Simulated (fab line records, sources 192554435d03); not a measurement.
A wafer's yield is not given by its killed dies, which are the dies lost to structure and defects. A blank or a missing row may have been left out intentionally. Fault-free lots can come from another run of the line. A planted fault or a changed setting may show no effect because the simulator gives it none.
Matching of chambers || flow n5-finfet || N5_BEOL_M4_CO_CAP_55 on cvd-co-02 has 3 sister chambers
The step material Co, precursor CCTBA/H2, target thk 2 nm, time 102.1 s. 6 wafers are shown with their chamber, then 11 later ones without.

## EACH WAFER AND ITS CHAMBER
{"wafer": "L085.2", "chamber": 1, "heater-power-w (W)": 250}
{"wafer": "L085.6", "chamber": 2, "heater-power-w (W)": 204}
{"wafer": "L087.1", "chamber": 0, "heater-power-w (W)": 242}
{"wafer": "L087.5", "chamber": 1, "heater-power-w (W)": 252}
{"wafer": "L087.6", "chamber": 2, "heater-power-w (W)": 201}
{"wafer": "L091.3", "chamber": 0, "heater-power-w (W)": 238}

## WAFERS MISSING THEIR CHAMBER
{"wafer": "L091.4", "heater-power-w (W)": 205}
{"wafer": "L091.5", "heater-power-w (W)": 250}
{"wafer": "L095.2", "heater-power-w (W)": 202}
{"wafer": "L095.5", "heater-power-w (W)": 253}
{"wafer": "L095.6", "heater-power-w (W)": 201}
{"wafer": "L096.1", "heater-power-w (W)": 253}
{"wafer": "L096.2", "heater-power-w (W)": 244}
{"wafer": "L096.3", "heater-power-w (W)": 201}
{"wafer": "L097.2", "heater-power-w (W)": 203}
{"wafer": "L097.4", "heater-power-w (W)": 201}
{"wafer": "L097.6", "heater-power-w (W)": 256}

## WHICH CHAMBER EACH ONE RAN IN
{"wafer": "L091.4", "from the rows above": 2, "in truth": 2}
{"wafer": "L091.5", "from the rows above": 1, "in truth": 1}
{"wafer": "L095.2", "from the rows above": 2, "in truth": 2}
{"wafer": "L095.5", "from the rows above": 1, "in truth": 1}
{"wafer": "L095.6", "from the rows above": 2, "in truth": 2}
{"wafer": "L096.1", "from the rows above": 1, "in truth": 1}
{"wafer": "L096.2", "from the rows above": "can't be placed: 0 or 1", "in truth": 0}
{"wafer": "L096.3", "from the rows above": 2, "in truth": 2}
{"wafer": "L097.2", "from the rows above": 2, "in truth": 2}
{"wafer": "L097.4", "from the rows above": 2, "in truth": 2}
{"wafer": "L097.6", "from the rows above": 1, "in truth": 1}
10 of 11 placed correctly. From these rows, 1 cannot be placed; in 1 the true chamber is one of the candidates. Number placed wrongly: 0.
How it was worked out, from the rows above alone: a wafer's distance from a chamber is the root of the sum, over the readings, of the square of ((its reading less the chamber's mean) divided by the reading's scatter). If the next closest chamber is less than 2 further off than the closest, the wafer can't be placed; otherwise it belongs to the closest. The mean given for a chamber averages the wafers shown for that chamber. The scatter: the root of (the sum of the squares of (reading less its chamber's mean) over the shown wafers, divided by (wafers less chambers)).
